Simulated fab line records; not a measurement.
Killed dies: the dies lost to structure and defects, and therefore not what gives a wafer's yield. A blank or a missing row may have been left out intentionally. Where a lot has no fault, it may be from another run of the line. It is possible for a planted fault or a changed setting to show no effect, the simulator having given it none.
Matching of chambers -- flow n5 finfet -- ald sin-02 running N5_ILD0_LINER_00: 4 sister chambers
The step material SiNx, target thk 4 nm, pulse time 1 s, purge time 2 s. 18 wafers are shown with their chamber, then 9 later ones without.

## WAFERS WITH THEIR CHAMBER
wafer,chamber,heater power w (W),precursor pulse height rel
L077.1,1,807,1.007
L077.5,1,799,1.012
L077.6,2,796,0.980
L078.1,2,803,1.017
L078.2,1,806,0.981
L078.3,3,938,0.997
L080.2,2,840,1.007
L080.5,3,956,1.010
L080.6,2,794,1.007
L082.2,2,810,1.011
L082.5,1,787,0.971
L082.6,2,803,1.029
L087.3,2,790,0.989
L087.5,2,817,1.006
L087.6,3,950,1.021
L094.2,2,777,0.976
L094.4,0,992,0.996
L094.6,3,949,1.047

SIGNATURES (means of the wafers above)
reading,chamber 0,chamber 1,chamber 2,chamber 3,scatter within a chamber
heater power w,992.00,799.75,803.33,948.25,14.7
precursor pulse height rel,0.99600,0.99275,1.00244,1.01875,0.0188
Rule: a wafer's distance from a chamber is the root of the sum, over the readings, of the square of ((its reading less the chamber's mean) divided by the reading's scatter). If the next closest chamber is less than 2 further off than the closest, the wafer can't be placed; otherwise it belongs to the closest. The scatter is the square root of a quotient: the sum, over the shown wafers, of each reading's squared deviation from its chamber's mean, divided by wafers minus chambers.

## WAFERS WITHOUT THEIR CHAMBER
wafer,heater power w (W),precursor pulse height rel
L095.1,802,0.979
L095.2,803,1.011
L095.3,935,0.987
L095.4,995,1.022
L095.5,805,1.008
L095.6,929,1.032
L097.3,809,1.005
L097.4,819,0.994
L097.5,814,0.976

## EACH ONE'S CHAMBER
wafer,from the rows above,in truth
L095.1,can't be placed: 1 or 2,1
L095.2,can't be placed: 2 or 1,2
L095.3,3,3
L095.4,can't be placed: 0 or 3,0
L095.5,can't be placed: 2 or 1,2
L095.6,3,3
L097.3,can't be placed: 2 or 1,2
L097.4,can't be placed: 2 or 1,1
L097.5,can't be placed: 1 or 2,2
Correct placement for 2 of the 9. Cannot be placed on the basis of these rows: 7; the candidates contain the true chamber in 7. Placed wrongly: 0.
